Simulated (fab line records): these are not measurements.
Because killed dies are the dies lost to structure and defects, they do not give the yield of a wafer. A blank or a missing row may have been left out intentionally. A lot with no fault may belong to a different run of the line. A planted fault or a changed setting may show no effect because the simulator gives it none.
The tool behind it: which one? :: flow n5_finfet :: Sampling: 24 lots, 72 wafers, 3 of 1938 route steps

## WHAT EACH GAUGE READ, for each wafer
N5_BEOL_M5_THK_MEAS_53: measures by xrf. Usual: M5_THK gives 60.9 nm (standard deviation 2.6).
lot: L074
measured: day 8 15:43
on: film_metro-02
M5_THK (nm): 64.5 62.2 67.6
flag: 

lot: L075
measured: day 8 19:40
on: film_metro-01
M5_THK (nm): 60.7 63.3 61.9
flag: 

lot: L076
measured: day 8 21:24
on: film_metro-02
M5_THK (nm): 62.1 63.8 63.2
flag: 

lot: L077
measured: day 9 09:51
on: film_metro-02
M5_THK (nm): 60.3 63.5 62.1
flag: 

lot: L078
measured: day 9 14:04
on: film_metro-01
M5_THK (nm): 57.0 65.4 61.9
flag: 

lot: L080
measured: day 9 20:40
on: film_metro-02
M5_THK (nm): 60.0 58.3 58.9
flag: 

lot: L079
measured: day 9 22:29
on: film_metro-02
M5_THK (nm): 68.5 66.1 63.3
flag: 

lot: L081
measured: day 10 06:35
on: film_metro-01
M5_THK (nm): 55.2 60.8 56.9
flag: 

lot: L083
measured: day 10 17:46
on: film_metro-02
M5_THK (nm): 65.3 62.9 64.8
flag: 

lot: L082
measured: day 10 18:25
on: film_metro-02
M5_THK (nm): 62.5 60.5 59.8
flag: 

lot: L084
measured: day 10 22:32
on: film_metro-01
M5_THK (nm): 59.2 59.7 57.3
flag: 

lot: L085
measured: day 11 06:24
on: film_metro-01
M5_THK (nm): 59.7 61.0 60.3
flag: 

lot: L086
measured: day 11 19:23
on: film_metro-02
M5_THK (nm): 64.8 63.6 57.1
flag: 

lot: L087
measured: day 12 05:43
on: film_metro-02
M5_THK (nm): 59.1 61.5 61.3
flag: 

lot: L089
measured: day 13 00:10
on: film_metro-01
M5_THK (nm): 62.4 59.3 61.2
flag: 

lot: L088
measured: day 13 06:47
on: film_metro-01
M5_THK (nm): 60.5 62.3 59.2
flag: 

lot: L090
measured: day 13 10:05
on: film_metro-02
M5_THK (nm): 59.5 58.8 60.6
flag: 

lot: L091
measured: day 13 11:12
on: film_metro-01
M5_THK (nm): 60.7 59.3 61.3
flag: 

lot: L093
measured: day 13 17:16
on: film_metro-02
M5_THK (nm): 56.7 59.7 60.6
flag: 

lot: L092
measured: day 13 18:59
on: film_metro-01
M5_THK (nm): 56.5 58.3 59.3
flag: 

lot: L094
measured: day 14 01:53
on: film_metro-02
M5_THK (nm): 58.2 62.7 61.0
flag: 

lot: L095
measured: day 14 09:18
on: film_metro-01
M5_THK (nm): 61.2 61.1 58.5
flag: 

lot: L097
measured: day 14 17:09
on: film_metro-01
M5_THK (nm): 59.4 60.4 58.7
flag: 

lot: L096
measured: day 14 19:34
on: film_metro-02
M5_THK (nm): 64.2 60.2 66.6
flag: 

## EACH LOT AND THE TOOL THAT RAN IT (in order: tool; ch and the chambers of the sampled wafers; start)
lot: L074
N5_BEOL_M5_ALD_86: ald_metal-03 ch 1,2,3, day 8 06:59
N5_BEOL_M5_ANNEAL_49: pvd_sputter-02, day 8 07:37

lot: L075
N5_BEOL_M5_ALD_86: ald_metal-03 ch 1,2,3, day 8 13:41
N5_BEOL_M5_ANNEAL_49: pvd_sputter-03, day 8 14:20

lot: L076
N5_BEOL_M5_ALD_86: ald_metal-02 ch 1,2,3, day 8 14:05
N5_BEOL_M5_ANNEAL_49: pvd_sputter-01, day 8 14:58

lot: L077
N5_BEOL_M5_ALD_86: ald_metal-02 ch 0,1,3, day 9 04:13
N5_BEOL_M5_ANNEAL_49: pvd_sputter-03, day 9 04:45

lot: L078
N5_BEOL_M5_ALD_86: ald_metal-03 ch 0,2,3, day 9 08:17
N5_BEOL_M5_ANNEAL_49: pvd_sputter-02, day 9 09:01

lot: L080
N5_BEOL_M5_ALD_86: ald_metal-03 ch 2,3, day 9 14:40
N5_BEOL_M5_ANNEAL_49: pvd_sputter-01, day 9 15:37

lot: L079
N5_BEOL_M5_ALD_86: ald_metal-04 ch 1,2,3, day 9 15:20
N5_BEOL_M5_ANNEAL_49: pvd_sputter-03, day 9 16:23

lot: L081
N5_BEOL_M5_ALD_86: ald_metal-02 ch 0,1,3, day 9 23:28
N5_BEOL_M5_ANNEAL_49: pvd_sputter-03, day 10 01:31

lot: L083
N5_BEOL_M5_ALD_86: ald_metal-03 ch 1,2, day 10 12:07
N5_BEOL_M5_ANNEAL_49: pvd_sputter-03, day 10 12:41

lot: L082
N5_BEOL_M5_ALD_86: ald_metal-04 ch 0,1, day 10 12:32
N5_BEOL_M5_ANNEAL_49: pvd_sputter-02, day 10 13:21

lot: L084
N5_BEOL_M5_ALD_86: ald_metal-03 ch 1,3, day 10 15:41
N5_BEOL_M5_ANNEAL_49: pvd_sputter-03, day 10 17:07

lot: L085
N5_BEOL_M5_ALD_86: ald_metal-02 ch 2,3, day 11 00:46
N5_BEOL_M5_ANNEAL_49: pvd_sputter-02, day 11 01:20

lot: L086
N5_BEOL_M5_ALD_86: ald_metal-03 ch 0,1,2, day 11 13:35
N5_BEOL_M5_ANNEAL_49: pvd_sputter-02, day 11 14:19

lot: L087
N5_BEOL_M5_ALD_86: ald_metal-04 ch 0,2,3, day 11 19:59
N5_BEOL_M5_ANNEAL_49: pvd_sputter-02, day 11 20:31

lot: L089
N5_BEOL_M5_ALD_86: ald_metal-03 ch 1,2,3, day 12 15:49
N5_BEOL_M5_ANNEAL_49: pvd_sputter-03, day 12 16:28

lot: L088
N5_BEOL_M5_ALD_86: ald_metal-02 ch 0,1, day 12 21:46
N5_BEOL_M5_ANNEAL_49: pvd_sputter-02, day 12 22:28

lot: L090
N5_BEOL_M5_ALD_86: ald_metal-03 ch 0,1,3, day 13 02:56
N5_BEOL_M5_ANNEAL_49: pvd_sputter-02, day 13 05:02

lot: L091
N5_BEOL_M5_ALD_86: ald_metal-03 ch 0,2,3, day 13 04:59
N5_BEOL_M5_ANNEAL_49: pvd_sputter-03, day 13 05:44

lot: L093
N5_BEOL_M5_ALD_86: ald_metal-04 ch 0,1, day 13 10:31
N5_BEOL_M5_ANNEAL_49: pvd_sputter-01, day 13 11:19

lot: L092
N5_BEOL_M5_ALD_86: ald_metal-02 ch 0,1,2, day 13 10:46
N5_BEOL_M5_ANNEAL_49: pvd_sputter-03, day 13 13:09

lot: L094
N5_BEOL_M5_ALD_86: ald_metal-02 ch 0,2, day 13 19:42
N5_BEOL_M5_ANNEAL_49: pvd_sputter-03, day 13 20:18

lot: L095
N5_BEOL_M5_ALD_86: ald_metal-03 ch 0,1,3, day 14 02:27
N5_BEOL_M5_ANNEAL_49: pvd_sputter-01, day 14 03:19

lot: L097
N5_BEOL_M5_ALD_86: ald_metal-03 ch 0,2,3, day 14 10:22
N5_BEOL_M5_ANNEAL_49: pvd_sputter-01, day 14 12:05

lot: L096
N5_BEOL_M5_ALD_86: ald_metal-02 ch 0,1,2, day 14 13:39
N5_BEOL_M5_ANNEAL_49: pvd_sputter-03, day 14 14:31
- N5_BEOL_M5_ALD_86: deposits TaN, pulse time 2 s, purge time 3 s, co reactant purge time 2 s.
- N5_BEOL_M5_ANNEAL_49: time 1800 s.

## AS READ BY THE TOOLS THEMSELVES (means over the sampled wafers that have a number; for cases with no such wafer, the mark the record gives instead)
N5_BEOL_M5_ALD_86. Usual: heater_power_w 425 W, standard deviation 51; precursor_vessel_pressure_torr 26.25 Torr, standard deviation 0.055.
lot: L074
tool: ald_metal-03
heater_power_w (W): 417
precursor_vessel_pressure_torr (Torr): 26.18
flag: 

lot: L075
tool: ald_metal-03
heater_power_w (W): 407
precursor_vessel_pressure_torr (Torr): 26.22
flag: 

lot: L076
tool: ald_metal-02
heater_power_w (W): 470
precursor_vessel_pressure_torr (Torr): 26.29
flag: 

lot: L077
tool: ald_metal-02
heater_power_w (W): 460
precursor_vessel_pressure_torr (Torr): 26.23
flag: 

lot: L078
tool: ald_metal-03
heater_power_w (W): 404
precursor_vessel_pressure_torr (Torr): 26.27
flag: 

lot: L080
tool: ald_metal-03
heater_power_w (W): 422
precursor_vessel_pressure_torr (Torr): 26.24
flag: 

lot: L079
tool: ald_metal-04
heater_power_w (W): 434
precursor_vessel_pressure_torr (Torr): 26.29
flag: 

lot: L081
tool: ald_metal-02
heater_power_w (W): 469
precursor_vessel_pressure_torr (Torr): 26.28
flag: 

lot: L083
tool: ald_metal-03
heater_power_w (W): 392
precursor_vessel_pressure_torr (Torr): 26.17
flag: 

lot: L082
tool: ald_metal-04
heater_power_w (W): 371
precursor_vessel_pressure_torr (Torr): 26.31
flag: 

lot: L084
tool: ald_metal-03
heater_power_w (W): 431
precursor_vessel_pressure_torr (Torr): 26.21
flag: 

lot: L085
tool: ald_metal-02
heater_power_w (W): 465
precursor_vessel_pressure_torr (Torr): 26.28
flag: 

lot: L086
tool: ald_metal-03
heater_power_w (W): 374
precursor_vessel_pressure_torr (Torr): 26.32
flag: 

lot: L087
tool: ald_metal-04
heater_power_w (W): 423
precursor_vessel_pressure_torr (Torr): 26.27
flag: 

lot: L089
tool: ald_metal-03
heater_power_w (W): 408
precursor_vessel_pressure_torr (Torr): 26.33
flag: 

lot: L088
tool: ald_metal-02
heater_power_w (W): 484
precursor_vessel_pressure_torr (Torr): 26.26
flag: 

lot: L090
tool: ald_metal-03
heater_power_w (W): 391
precursor_vessel_pressure_torr (Torr): 26.25
flag: 

lot: L091
tool: ald_metal-03
heater_power_w (W): 404
precursor_vessel_pressure_torr (Torr): 26.25
flag: 

lot: L093
tool: ald_metal-04
heater_power_w (W): 368
precursor_vessel_pressure_torr (Torr): 26.22
flag: 

lot: L092
tool: ald_metal-02
heater_power_w (W): 478
precursor_vessel_pressure_torr (Torr): 26.22
flag: 

lot: L094
tool: ald_metal-02
heater_power_w (W): 469
precursor_vessel_pressure_torr (Torr): 26.22
flag: 

lot: L095
tool: ald_metal-03
heater_power_w (W): 391
precursor_vessel_pressure_torr (Torr): 26.27
flag: 

lot: L097
tool: ald_metal-03
heater_power_w (W): 406
precursor_vessel_pressure_torr (Torr): 26.21
flag: 

lot: L096
tool: ald_metal-02
heater_power_w (W): 476
precursor_vessel_pressure_torr (Torr): 26.29
flag: 

N5_BEOL_M5_ANNEAL_49. Usual: heater_power_w 913 W, standard deviation 88.
lot: L074
tool: pvd_sputter-02
heater_power_w (W): 807
flag: 

lot: L075
tool: pvd_sputter-03
heater_power_w (W): 909
flag: 

lot: L076
tool: pvd_sputter-01
heater_power_w (W): 923
flag: 

lot: L077
tool: pvd_sputter-03
heater_power_w (W): 929
flag: 

lot: L078
tool: pvd_sputter-02
heater_power_w (W): 864
flag: 

lot: L080
tool: pvd_sputter-01
heater_power_w (W): 971
flag: 

lot: L079
tool: pvd_sputter-03
heater_power_w (W): 872
flag: 

lot: L081
tool: pvd_sputter-03
heater_power_w (W): 852
flag: 

lot: L083
tool: pvd_sputter-03
heater_power_w (W): 815
flag: 

lot: L082
tool: pvd_sputter-02
heater_power_w (W): 890
flag: 

lot: L084
tool: pvd_sputter-03
heater_power_w (W): 899
flag: 

lot: L085
tool: pvd_sputter-02
heater_power_w (W): 902
flag: 

lot: L086
tool: pvd_sputter-02
heater_power_w (W): 928
flag: 

lot: L087
tool: pvd_sputter-02
heater_power_w (W): 892
flag: 

lot: L089
tool: pvd_sputter-03
heater_power_w (W): 925
flag: 

lot: L088
tool: pvd_sputter-02
heater_power_w (W): 940
flag: 

lot: L090
tool: pvd_sputter-02
heater_power_w (W): 864
flag: 

lot: L091
tool: pvd_sputter-03
heater_power_w (W): 971
flag: 

lot: L093
tool: pvd_sputter-01
heater_power_w (W): 994
flag: 

lot: L092
tool: pvd_sputter-03
heater_power_w (W): 862
flag: 

lot: L094
tool: pvd_sputter-03
heater_power_w (W): 923
flag: 

lot: L095
tool: pvd_sputter-01
heater_power_w (W): 927
flag: 

lot: L097
tool: pvd_sputter-01
heater_power_w (W): 990
flag: 

lot: L096
tool: pvd_sputter-03
heater_power_w (W): 854
flag: 

## THE ANSWER, worked out from the rows above alone
Rule: take the mean of a lot's wafers that have a number; if it is more than 3 standard deviations from the usual mean, the lot is off. Also off: a lot with no number at a reading for which 4 or more lots have one. All remaining lots with rows at the step are treated as sound. First the gauges in route order, then the tools' own readings, where a lot's mean is used as printed above. The first step at which some lot is off is used, and at that step the reading that is off furthest; a lot without a number counts as furthest.
No lot is off at any reading shown: from this, nothing can be told.

## WHAT THE SIMULATOR PUT IN
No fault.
